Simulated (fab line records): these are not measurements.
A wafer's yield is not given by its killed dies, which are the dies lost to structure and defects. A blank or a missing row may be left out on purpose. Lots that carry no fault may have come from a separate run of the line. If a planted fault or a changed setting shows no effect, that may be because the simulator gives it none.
3 desks, one fault -- flow n5-finfet -- numbers are kept per desk, each desk with only its own; the story behind them comes last

## THE DEFECT DESK
What the inspections along the route counted, lot by lot: means of the sampled wafers that have a number. A lot is out of limits, marked OUT, if its mean lies more than 4 standard deviations from the usual mean; the brackets give that distance.
Columns: A = raw-defect-count at N5_PMOS_HMC_CHANNEL_EPI_INSPECT_11, usual 2.1
lot,first seen here,A
L664,day 1 17:38,2.7
L672,day 3 17:17,1.0
L677,day 5 01:35,1.0
L679,day 5 11:30,2.5
L683,day 6 11:34,1.7
L686,day 7 04:59,1.0
Result from this desk: across the 6 lots, nothing is out of limits.

## DESK OF THE TOOL OWNER: rie-diel-06
The tool's own readings at N5_PMOS_HMC_CHANNEL_EPI_ETCH_32 (etches BARC in N2/H2, stops on SiO2, target depth 85.8 nm, time 50.3 s): means of the sampled wafers that have a number, for each lot that ran on this tool. A lot is out of limits, marked OUT, if its mean lies more than 4 standard deviations from the usual mean; the brackets give that distance.
Columns: A = drypump-motor-current-A at N5_PMOS_HMC_CHANNEL_EPI_ETCH_32, usual 5.7 A; B = n2-flow-sccm at N5_PMOS_HMC_CHANNEL_EPI_ETCH_32, usual 199.8 sccm; C = oes-product-au at N5_PMOS_HMC_CHANNEL_EPI_ETCH_32, usual 0.65 a.u.; D = rf-vpp-V at N5_PMOS_HMC_CHANNEL_EPI_ETCH_32, usual 524.0 V; E = showerhead-plenum-p-Torr at N5_PMOS_HMC_CHANNEL_EPI_ETCH_32, usual 2.55 Torr; F = throttle-valve-pct at N5_PMOS_HMC_CHANNEL_EPI_ETCH_32, usual 17.96 %
lot,first seen here,A,B,C,D,E,F
L672,day 3 17:22,5.7,199.4,0.68,525.8,2.59,17.78
L677,day 5 01:39,6.1,199.6,0.59,522.7,2.51,17.91
L679,day 5 11:34,6.0,199.8,0.66,525.4,2.62,17.75
Result from this desk: across the 3 lots, nothing is out of limits.

## AT THE METROLOGY DESK
What the gauges read, lot by lot, whatever tool the lot ran on: means of the sampled wafers that have a number. A lot is out of limits, marked OUT, if its mean lies more than 4 standard deviations from the usual mean; the brackets give that distance. 7 of its 12 readings are shown, namely those furthest out on some lot.
Columns: A = PMOS_HMC_BLK_OVL at N5_PMOS_HMC_CHANNEL_EPI_OVL_MEAS_10, usual 0.5 nm; B = DIBL_P at N5_BEOL_M4_RC_MEAS_101, usual 36.0 mV/V; C = IOFF_N at N5_BEOL_M4_RC_MEAS_101, usual 0.16 nA/um; D = ION_N at N5_BEOL_M4_RC_MEAS_101, usual 675 uA/um; E = SS_P at N5_BEOL_M4_RC_MEAS_101, usual 73.3 mV/dec; F = VT_N at N5_BEOL_M4_RC_MEAS_101, usual 250 mV; G = VT_P at N5_BEOL_M4_RC_MEAS_101, usual -250 mV
lot,first seen here,A,B,C,D,E,F,G
L664,day 1 17:34,-0.3,35.5,0.15,682,73.5,251,-248
L672,day 3 17:14,0.3,32.3,0.11,653,72.1,256,-251
L677,day 5 01:32,-0.2,35.9,0.14,669,73.4,253,-252
L679,day 5 11:26,1.7,34.0,0.13,671,72.4,253,-256
L683,day 6 11:31,0.8,37.0,0.17,668,73.7,250,-250
L686,day 7 04:56,0.7,34.7,0.13,678,72.5,252,-249
Result from this desk: across the 6 lots, nothing is out of limits.

## ALL TOGETHER
The defect desk saw nothing out of limits.
The tool owner's desk saw nothing out of limits.
Nothing out of limits was seen by the metrology desk.

## WHAT HAD BEEN PUT IN BY THE SIMULATOR
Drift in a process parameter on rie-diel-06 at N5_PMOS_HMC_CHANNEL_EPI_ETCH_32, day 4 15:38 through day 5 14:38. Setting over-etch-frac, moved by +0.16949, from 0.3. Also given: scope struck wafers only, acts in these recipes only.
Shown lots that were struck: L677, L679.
